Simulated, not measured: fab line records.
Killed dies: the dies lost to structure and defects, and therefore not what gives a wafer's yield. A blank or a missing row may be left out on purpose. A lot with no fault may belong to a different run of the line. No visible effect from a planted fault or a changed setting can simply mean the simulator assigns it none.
Which of the tools did it? | flow nand_harc | 38 wafers from 13 lots sampled at 6 of the route's 1302 steps

## WHAT THE GAUGES READ, wafer by wafer
NHARC_P_ZERO_WELL_CD_MEAS_11: the cd target is 500 nm.
lot  | measured     | on        | cd_nm (nm)
L709 | day 1 21:07  | cd_sem-01 | 497.3 497.7 495.8
L710 | day 2 07:14  | cd_sem-01 | 499.5 496.8 501.5
L711 | day 2 17:14  | cd_sem-03 | 503.9 501.7 500.3
L712 | day 3 03:14  | cd_sem-03 | 500.6 498.7 502.9
L714 | day 3 23:07  | cd_sem-01 | 496.8 497.6 495.6
L715 | day 4 09:15  | cd_sem-03 | 508.9 511.4
L723 | day 7 17:14  | cd_sem-01 | 499.6 500.5 500.6
L724 | day 8 03:14  | cd_sem-01 | 502.2 501.2 497.6
L725 | day 8 13:07  | cd_sem-03 | 499.9 498.0 498.2
L726 | day 8 23:14  | cd_sem-01 | 499.2 498.2 499.0
L728 | day 9 19:07  | cd_sem-02 | 500.2 502.1 500.2
L729 | day 10 05:07 | cd_sem-03 | 497.8 496.1 498.1
L731 | day 11 01:15 | cd_sem-01 | 502.9 499.9 497.6

NHARC_P_STI_CD_MEAS_09: the cd target is 200 nm.
lot  | measured     | on        | cd_nm (nm)
L709 | day 2 21:59  | cd_sem-02 | 201.1 202.7 199.6
L710 | day 3 04:41  | cd_sem-03 | 198.0 200.1 199.7
L711 | day 3 16:39  | cd_sem-02 | 202.2 200.0 204.4
L712 | day 4 02:02  | cd_sem-02 | 203.0 201.0 200.9
L714 | day 4 20:35  | cd_sem-03 | 199.6 198.9 200.1
L715 | day 5 07:20  | cd_sem-02 | 204.9 201.7
L723 | day 8 16:19  | cd_sem-03 | 198.5 200.3 197.6
L724 | day 9 02:38  | cd_sem-02 | 199.0 198.9 202.8
L725 | day 9 11:05  | cd_sem-02 | 198.0 200.9 197.9
L726 | day 9 20:53  | cd_sem-01 | 205.3 202.2 203.6
L728 | day 10 16:32 | cd_sem-02 | 202.7 200.3 203.1
L729 | day 11 03:26 | cd_sem-01 | 204.4 202.0 200.4
L731 | day 11 23:49 | cd_sem-03 | 202.2 202.5 202.9

NHARC_P_STI_OVL_MEAS_10.
lot  | measured     | on         | overlay_x_nm (nm) | overlay_y_nm (nm)
L709 | day 2 22:04  | overlay-01 | 9 9 9             | 7 7 7
L710 | day 3 04:46  | overlay-02 | 16 17 16          | 0 0 0
L711 | day 3 16:44  | overlay-02 | -1 -1 -1          | 0 0 0
L712 | day 4 02:08  | overlay-01 | -5 -4 -5          | -5 -5 -5
L714 | day 4 20:40  | overlay-02 | 3 3 3             | 3 2 3
L715 | day 5 07:25  | overlay-01 | -1 -2             | -2 -2
L723 | day 8 16:24  | overlay-01 | -6 -6 -5          | -3 -2 -3
L724 | day 9 02:44  | overlay-01 | 3 3 3             | -8 -8 -8
L725 | day 9 11:10  | overlay-02 | 3 3 4             | 8 7 8
L726 | day 9 20:59  | overlay-02 | -8 -9 -8          | -5 -6 -5
L728 | day 10 16:38 | overlay-01 | 3 3 3             | 4 4 4
L729 | day 11 03:32 | overlay-02 | -2 -1 -2          | 1 1 1
L731 | day 11 23:55 | overlay-02 | 0 0 1             | -4 -3 -3

NHARC_END_SORT_01.
lot  | measured     | on        | killed_at_array | killed_at_other | killed_at_periphery | killed_dies | killed_open | killed_short
L726 | day 31 07:50 | prober-02 | 55 50 47        | 1 0 0           | 1 4 2               | 57 54 49    | 2 2 3       | 2 2 6
L728 | day 33 08:45 | prober-02 | 83 73 70        | 0 0 0           | 5 4 13              | 88 77 83    | 7 3 2       | 3 2 4

## EACH LOT AND THE TOOL THAT RAN IT (in order: tool; ch and the chambers of the sampled wafers; start)
lot  | NHARC_P_ZERO_WELL_PEB_09          | NHARC_P_ZERO_WELL_DESCUM_13
L709 | litho_track-07 ch 0, day 1 21:01  | rie_diel-11 ch 0,1,3, day 1 21:16
L710 | litho_track-03 ch 0, day 2 07:09  | rie_diel-04 ch 2,3, day 2 07:23
L711 | litho_track-03 ch 0, day 2 17:09  | rie_diel-11 ch 0,2,3, day 2 18:07
L712 | litho_track-03 ch 0, day 3 03:09  | rie_diel-04 ch 0,1,3, day 3 03:25
L714 | litho_track-07 ch 0, day 3 23:02  | rie_diel-05 ch 0,1,2, day 3 23:17
L715 | litho_track-03 ch 0, day 4 09:10  | rie_diel-04 ch 1, day 4 09:24
L723 | litho_track-03 ch 0, day 7 17:09  | rie_diel-11 ch 1,2,3, day 7 17:25
L724 | litho_track-03 ch 0, day 8 03:10  | rie_diel-04 ch 0,1,3, day 8 03:28
L725 | litho_track-03 ch 0, day 8 13:02  | rie_diel-05 ch 0,1,2, day 8 13:17
L726 | litho_track-07 ch 0, day 8 23:10  | rie_diel-11 ch 0,1,3, day 8 23:24
L728 | litho_track-03 ch 0, day 9 19:02  | rie_diel-04 ch 2,3, day 9 19:29
L729 | litho_track-02 ch 0, day 10 05:02 | rie_diel-11 ch 0,1,2, day 10 05:16
L731 | litho_track-03 ch 0, day 11 01:10 | rie_diel-11 ch 0,2,3, day 11 01:26
- NHARC_P_ZERO_WELL_PEB_09: peb time 80 s.
- NHARC_P_ZERO_WELL_DESCUM_13: chemistry O2, time 3 s.

## WHAT THE TOOLS THEMSELVES READ (means of the sampled wafers that have a number; where no wafer has one, the mark that the record gives instead)
NHARC_P_ZERO_WELL_DESCUM_13.
lot  | tool        | drypump_motor_current_A (A) | oes_product_au (a.u.) | rf_vpp_V (V) | showerhead_plenum_p_Torr (Torr) | throttle_valve_pct (%)
L709 | rie_diel-11 | 5.8                         | 0.996                 | 56.9         | 1.86                            | 11.315
L710 | rie_diel-04 | 5.6                         | 1.010                 | 57.9         | 1.88                            | 11.318
L711 | rie_diel-11 | 5.7                         | 1.004                 | 57.0         | 1.84                            | 11.313
L712 | rie_diel-04 | 6.0                         | 0.992                 | 57.8         | 1.92                            | 11.322
L714 | rie_diel-05 | 6.1                         | 0.976                 | 57.3         | 1.89                            | 11.306
L715 | rie_diel-04 | 5.7                         | 0.990                 | 58.5         | 1.96                            | 11.322
L723 | rie_diel-11 | 5.6                         | 0.999                 | 57.3         | 1.82                            | 11.310
L724 | rie_diel-04 | 6.0                         | 0.997                 | 57.4         | 1.91                            | 11.310
L725 | rie_diel-05 | 6.1                         | 0.991                 | 57.4         | 1.88                            | 11.322
L726 | rie_diel-11 | 5.8                         | 0.994                 | 57.2         | 1.85                            | 11.313
L728 | rie_diel-04 | 5.5                         | 1.004                 | 56.2         | 1.86                            | 11.305
L729 | rie_diel-11 | 5.8                         | 0.986                 | 58.1         | 1.86                            | 11.318
L731 | rie_diel-11 | 5.7                         | 0.998                 | 57.9         | 1.82                            | 11.316

## THE ANSWER, worked out from the rows above alone
Rule: what is usual is taken from the lots themselves. Put in order of their means at a reading, lots are off if they are a third of the lots or fewer, leave a main group of 4 or more, and stand apart from it by a gap of 3 or more times the standard deviation of the main group's means; of several such gaps the widest counts. If all means in a main group match to the digits the tables above print for the reading, that group is not used. Also off: a lot with no number at a reading for which 4 or more lots have one. All remaining lots with rows at the step are treated as sound. First the gauges in route order, then the tools' own readings, where a lot's mean is used as printed above. The first step at which some lot is off is used, and at that step the reading that is off furthest; a lot without a number counts as furthest.
Off: L715 (NHARC_P_ZERO_WELL_CD_MEAS_11, cd_nm). Main group: mean 499.3 nm, sd 1.6.
A tool fits if, at a process step before that reading, it ran every lot that is off, and no sound lot after the first of them. Gauges at NHARC_P_ZERO_WELL_CD_MEAS_11: tried the same way as those tools. None of those tried fits.

## WHAT THE SIMULATOR HAD INSERTED
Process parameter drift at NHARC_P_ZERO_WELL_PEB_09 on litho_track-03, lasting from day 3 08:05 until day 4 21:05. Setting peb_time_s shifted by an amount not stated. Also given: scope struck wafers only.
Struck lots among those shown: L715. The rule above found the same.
